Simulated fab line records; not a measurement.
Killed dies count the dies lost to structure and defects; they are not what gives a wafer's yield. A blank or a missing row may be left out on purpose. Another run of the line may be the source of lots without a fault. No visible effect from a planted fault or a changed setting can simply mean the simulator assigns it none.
Matching of chambers ; flow n5 finfet ; N5_STI_FIN_REVEAL_ALD_14 on ald sin-02: 4 sister chambers
The step deposits Si3N4, target thk 3 nm. 8 wafers are shown with their chamber, then 10 later ones without.

== WAFERS, EACH WITH ITS CHAMBER ==
wafer;chamber;heater power w (W)
L080.3;3;893
L081.5;3;904
L081.6;2;890
L082.1;0;906
L082.5;1;764
L082.6;0;906
L084.1;2;866
L084.2;1;773

== WAFERS WITH NO CHAMBER GIVEN ==
wafer;heater power w (W)
L084.3;906
L085.1;898
L085.3;921
L085.4;851
L086.1;905
L086.3;865
L086.5;890
L088.1;901
L088.2;751
L088.5;892

== WHICH CHAMBER EACH ONE RAN IN ==
wafer;from the rows above;in truth
L084.3;can't be placed: 0 or 3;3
L085.1;can't be placed: 3 or 0 or 2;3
L085.3;can't be placed: 0 or 3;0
L085.4;2;2
L086.1;can't be placed: 0 or 3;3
L086.3;2;2
L086.5;can't be placed: 3 or 2 or 0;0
L088.1;can't be placed: 3 or 0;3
L088.2;1;1
L088.5;can't be placed: 3 or 0 or 2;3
3 of 10 placed correctly. These rows do not allow placing 7 (true chamber among the candidates in 7). Placed wrongly: 0.
How it was worked out, from the rows above alone: a wafer's distance from a chamber is the root of the sum, over the readings, of the square of ((its reading less the chamber's mean) divided by the reading's scatter). If the next closest chamber is less than 2 further off than the closest, the wafer can't be placed; otherwise it belongs to the closest. A chamber's mean is the mean of its shown wafers. The scatter is the square root of a quotient: the sum, over the shown wafers, of each reading's squared deviation from its chamber's mean, divided by wafers minus chambers.
